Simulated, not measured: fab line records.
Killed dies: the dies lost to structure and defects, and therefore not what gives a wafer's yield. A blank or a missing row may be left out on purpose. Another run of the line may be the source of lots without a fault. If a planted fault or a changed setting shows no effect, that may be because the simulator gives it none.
Shared-tool check	flow nandHarc	Sample size 10 lots and 30 wafers

## WHY THIS WAS OPENED
Of 10 lots, 2 have the reading VT_DECK2_TOP flagged at NHARC_END_WLT_00. Wafers without a fault read 0.896, standard deviation 0.0076.
Rule: a lot is flagged when every wafer of it that has a number lies more than 4 standard deviations from that mean, or none has a number. The other lots count as sound.

lot	measured	on	VT_DECK2_TOP, wafer by wafer	flag
L324	day 24 16:46	prober-02	0.891 0.896 0.884	
L326	day 26 02:19	prober-02	0.884 0.888 0.889	
L328	day 26 18:07	prober-01	0.899 0.907 0.903	
L334	day 29 10:04	prober-01	0.912 0.903 0.903	
L333	day 29 10:04	prober-02	0.894 0.906 0.904	
L339	day 31 09:47	prober-01	0.901 0.899 0.892	
L337	day 31 17:02	prober-01	0.900 0.890 0.884	
L341	day 32 12:25	prober-01	0.978 0.985 0.974	FLAGGED
L340	day 32 19:30	prober-02	0.966 0.976 0.973	FLAGGED
L345	day 33 18:31	prober-01	0.890 0.895 0.903	
The mean of the flagged lots' numbers is 0.975, +0.079 from the usual (+10 standard deviations).

## LOT BY LOT: THE TOOL USED
The record holds 4 process steps before the reading, out of a route of 1302 steps. Each cell gives the tool, then ch followed by the chambers the sampled wafers passed through, then the start.
lot	flag	NHARC_A_CHANNEL_FILL_D2_CVD_05	NHARC_THIN_TSV_ETCH_44	NHARC_THIN_TSV_DEGAS_49	NHARC_THIN_TSV_PVD_19
L324		lpcvdPoly-02 ch 0, day 14 19:26	rieDiel-11 ch 0,2, day 24 04:40	pvdSputter-02, day 24 07:13	pvdSputter-02, day 24 16:46 or earlier
L326		lpcvdPoly-03 ch 0, day 15 19:51	rieDiel-13 ch 1,3, day 25 09:14	pvdSputter-02, day 25 13:03	pvdSputter-02, day 26 02:19 or earlier
L328		lpcvdPoly-02 ch 0, day 16 18:13	rieDiel-05 ch 0,2,3, day 26 06:08	pvdSputter-01, day 26 08:40	pvdSputter-01, day 26 18:07 or earlier
L334		lpcvdPoly-03 ch 0, day 19 07:23	rieDiel-13 ch 2,3, day 28 21:37	pvdSputter-01, day 29 00:13	pvdSputter-01, day 29 10:04 or earlier
L333		lpcvdPoly-03 ch 0, day 19 07:23	rieDiel-05 ch 0,1,2, day 28 20:21	pvdSputter-02, day 28 22:51	pvdSputter-02, day 29 10:04 or earlier
L339		lpcvdPoly-03 ch 0, day 21 05:13	rieDiel-05 ch 1,2,3, day 30 21:26	pvdSputter-03, day 31 00:04	pvdSputter-03, day 31 09:47 or earlier
L337		lpcvdPoly-01 ch 0, day 21 09:06	rieDiel-05 ch 1,2, day 31 04:47	pvdSputter-02, day 31 07:22	pvdSputter-02, day 31 17:02 or earlier
L341	FLAGGED	lpcvdPoly-03 ch 0, day 21 18:26	rieDiel-13 ch 0,1, day 31 13:59	pvdSputter-01, day 31 16:33	pvdSputter-01, day 32 12:25 or earlier
L340	FLAGGED	lpcvdPoly-03 ch 0, day 21 18:26	rieDiel-13 ch 1,2,3, day 31 17:13	pvdSputter-03, day 31 19:43	pvdSputter-03, day 32 19:30 or earlier
L345		lpcvdPoly-02 ch 0, day 24 04:52	rieDiel-05 ch 0,2,3, day 33 07:42	pvdSputter-03, day 33 10:03	pvdSputter-03, day 33 18:31 or earlier
These steps, and what they do:
- NHARC_A_CHANNEL_FILL_D2_CVD_05: deposits poly-Si, target thk 5 nm.
- NHARC_THIN_TSV_ETCH_44: etches the open film in CF4/O2, target depth 1594.2 nm, time 797.1 s.
- NHARC_THIN_TSV_DEGAS_49: time 120 s.
- NHARC_THIN_TSV_PVD_19: deposits TaN, target thk 20 nm.
- NHARC_END_WLT_00

## FLAGGED OVER TOTAL, TOOL BY TOOL (the gauges that took the reading come last)
step	tool	lots run	flagged	share of the flagged lots	sound lots run after its first flagged lot
NHARC_A_CHANNEL_FILL_D2_CVD_05	lpcvdPoly-01	1	0	none	-
NHARC_A_CHANNEL_FILL_D2_CVD_05	lpcvdPoly-02	3	0	none	-
NHARC_A_CHANNEL_FILL_D2_CVD_05	lpcvdPoly-03	6	2	all	0
NHARC_THIN_TSV_ETCH_44	rieDiel-05	5	0	none	-
NHARC_THIN_TSV_ETCH_44	rieDiel-11	1	0	none	-
NHARC_THIN_TSV_ETCH_44	rieDiel-13	4	2	all	0
NHARC_THIN_TSV_DEGAS_49	pvdSputter-01	3	1	some	0
NHARC_THIN_TSV_DEGAS_49	pvdSputter-02	4	0	none	-
NHARC_THIN_TSV_DEGAS_49	pvdSputter-03	3	1	some	1 (L345)
NHARC_THIN_TSV_PVD_19	pvdSputter-01	3	1	some	0
NHARC_THIN_TSV_PVD_19	pvdSputter-02	4	0	none	-
NHARC_THIN_TSV_PVD_19	pvdSputter-03	3	1	some	1 (L345)
NHARC_END_WLT_00	prober-01	6	1	some	1 (L345)
NHARC_END_WLT_00	prober-02	4	1	some	0
With no start given for some of its lots, NHARC_THIN_TSV_PVD_19 uses the hours and lot order of NHARC_END_WLT_00.

## WHAT IS ALLOWED BY THE TABLE
Table rows that saw every flagged lot: 2, namely lpcvdPoly-03 at NHARC_A_CHANNEL_FILL_D2_CVD_05 and rieDiel-13 at NHARC_THIN_TSV_ETCH_44.
- lpcvdPoly-03 at NHARC_A_CHANNEL_FILL_D2_CVD_05: 2 of its 6 lots flagged. Last sound lot L339 at day 21 05:13, first flagged lot L340 at day 21 18:26; a fault beginning in between fits.
- rieDiel-13 at NHARC_THIN_TSV_ETCH_44: 2 of its 4 lots flagged. Last sound lot L334 at day 28 21:37, first flagged lot L341 at day 31 13:59; a fault beginning in between fits.
These 2 tools cannot be told apart by counting lots, since each of them fits a fault that started at some hour. More lots, or a look at what each step does to the wafer, might.

## WHAT THE SIMULATOR HAD INSERTED
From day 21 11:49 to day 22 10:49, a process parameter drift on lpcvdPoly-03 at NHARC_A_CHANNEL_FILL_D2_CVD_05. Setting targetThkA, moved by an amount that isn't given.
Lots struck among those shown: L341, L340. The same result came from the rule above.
